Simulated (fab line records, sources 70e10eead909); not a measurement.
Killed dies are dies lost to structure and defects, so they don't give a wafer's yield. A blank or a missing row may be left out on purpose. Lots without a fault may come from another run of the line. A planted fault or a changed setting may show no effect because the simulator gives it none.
Chamber matching | flow nand_harc | NHARC_A_STAIRCASE_TRIM_196 on rie_diel-09: 4 sister chambers
The step chemistry O2, time 211.2 s. 16 wafers are shown with their chamber, then 8 later ones without.

WAFERS WITH THEIR CHAMBER
wafer  | chamber | showerhead_plenum_p_Torr (Torr) | drypump_motor_current_A (A) | oes_product_au (a.u.)
L074.1 | 2       | 3.65                            | 6.3                         | 1.007
L074.3 | 0       | 3.77                            | 6.1                         | 0.982
L074.6 | 3       | 3.45                            | 5.4                         | 1.003
L078.2 | 0       | 3.76                            | 6.0                         | 0.992
L078.4 | 3       | 3.44                            | 5.3                         | 1.007
L078.6 | 3       | 3.44                            | 5.4                         | 1.008
L079.3 | 2       | 3.64                            | 6.2                         | 0.991
L079.5 | 0       | 3.76                            | 6.0                         | 0.980
L079.6 | 1       | 3.41                            | 5.9                         | 0.997
L080.1 | 2       | 3.64                            | 6.2                         | 0.995
L080.3 | 3       | 3.44                            | 5.3                         | 1.019
L080.6 | 0       | 3.76                            | 6.1                         | 0.988
L090.2 | 1       | 3.39                            | 5.9                         | 0.982
L090.3 | 3       | 3.42                            | 5.3                         | 1.028
L090.4 | 2       | 3.62                            | 6.2                         | 0.972
L091.3 | 3       | 3.42                            | 5.4                         | 1.023

SIGNATURES (means of the wafers above)
reading                  | chamber 0 | chamber 1 | chamber 2 | chamber 3 | scatter within a chamber
showerhead_plenum_p_Torr | 3.7625    | 3.4000    | 3.6375    | 3.4350    | 0.0112
drypump_motor_current_A  | 6.050     | 5.900     | 6.225     | 5.350     | 0.052
oes_product_au           | 0.98550   | 0.98950   | 0.99125   | 1.01467   | 0.0106
Rule: a wafer's distance from a chamber is the root of the sum, over the readings, of the square of ((its reading less the chamber's mean) divided by the reading's scatter). The wafer belongs to the nearest chamber; if the next one is less than 2 further off, it can't be placed. The scatter: the root of (the sum of the squares of (reading less its chamber's mean) over the shown wafers, divided by (wafers less chambers)).

WAFERS WITHOUT THEIR CHAMBER
wafer  | showerhead_plenum_p_Torr (Torr) | drypump_motor_current_A (A) | oes_product_au (a.u.)
L091.5 | 3.74                            | 6.0                         | 0.990
L091.6 | 3.39                            | 5.9                         | 0.991
L092.3 | 3.42                            | 5.4                         | 1.020
L092.5 | 3.62                            | 6.2                         | 0.995
L092.6 | 3.39                            | 5.9                         | 0.983
L096.1 | 3.61                            | 6.2                         | 0.988
L096.2 | 3.73                            | 6.0                         | 0.977
L096.3 | 3.41                            | 5.4                         | 1.023

WHICH CHAMBER EACH WENT THROUGH
wafer  | from the rows above | in truth
L091.5 | 0                   | 0
L091.6 | 1                   | 1
L092.3 | 3                   | 3
L092.5 | 2                   | 2
L092.6 | 1                   | 1
L096.1 | 2                   | 2
L096.2 | 0                   | 0
L096.3 | 3                   | 3
Placed correctly: 8 of 8. Can't be placed from these rows: 0. Placed wrongly: 0.
